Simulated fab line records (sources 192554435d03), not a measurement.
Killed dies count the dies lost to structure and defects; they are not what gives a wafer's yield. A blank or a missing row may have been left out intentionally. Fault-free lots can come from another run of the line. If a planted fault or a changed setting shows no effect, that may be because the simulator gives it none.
2 desks, one fault | flow n5-finfet | each desk holds nothing but its own numbers, with what lay behind them at the end

## AT THE TOOL OWNER'S DESK: cmp-01
The tool's own readings at N5_ILD0_CMP_03 (polishes, stops on SiNx, t overpolish 1.9 s, target thk 197.38 nm): means of the sampled wafers that have a number, for each lot that ran on this tool. Any lot whose mean is over 4 standard deviations away from the usual mean is out of limits and marked OUT; that distance is given in the brackets.
Columns: A = motor-current-A at N5_ILD0_CMP_03, usual 12.8 A; B = overpolish-run-s at N5_ILD0_CMP_03, usual 1.899 s; C = slurry-flow-ml-min at N5_ILD0_CMP_03, usual 150.0; D = time-to-endpoint-s at N5_ILD0_CMP_03, usual 67 s
lot  | first seen here | A    | B     | C     | D
L508 | day 3 12:22     | 12.5 | 1.907 | 149.6 | 64
L512 | day 4 17:43     | 12.6 | 1.901 | 150.3 | 71
L515 | day 5 19:18     | 12.3 | 1.889 | 150.2 | 71
L519 | day 6 15:14     | 13.0 | 1.906 | 150.4 | 66
L531 | day 9 10:56     | 11.8 | 1.909 | 150.2 | 69
This desk's finding: nothing out of limits on any of the 5 lots.

## FROM THE METROLOGY DESK
What the gauges read, lot by lot, whatever tool the lot ran on: means of the sampled wafers that have a number. Any lot whose mean is over 4 standard deviations away from the usual mean is out of limits and marked OUT; that distance is given in the brackets.
Columns: A = PASS_OPEN_OVL at N5_PASSIVATION_OVL_MEAS_66, usual 1 nm
lot  | first seen here | A
L508 | day 13 03:16    | 3
L510 | day 13 16:56    | 2
L512 | day 14 07:01    | 3
L516 | day 14 17:02    | 4
L515 | day 14 21:23    | 3
L517 | day 15 03:27    | 1
L519 | day 15 21:45    | -5
L527 | day 17 09:20    | -0
L528 | day 17 14:47    | -2
L529 | day 17 20:08    | 4
L531 | day 19 02:30    | -4
This desk's finding: nothing out of limits on any of the 11 lots.

## BROUGHT TOGETHER
The desk of the tool owner found nothing out of limits.
Nothing out of limits was seen by the metrology desk.

## WHAT THE SIMULATOR HAD INSERTED
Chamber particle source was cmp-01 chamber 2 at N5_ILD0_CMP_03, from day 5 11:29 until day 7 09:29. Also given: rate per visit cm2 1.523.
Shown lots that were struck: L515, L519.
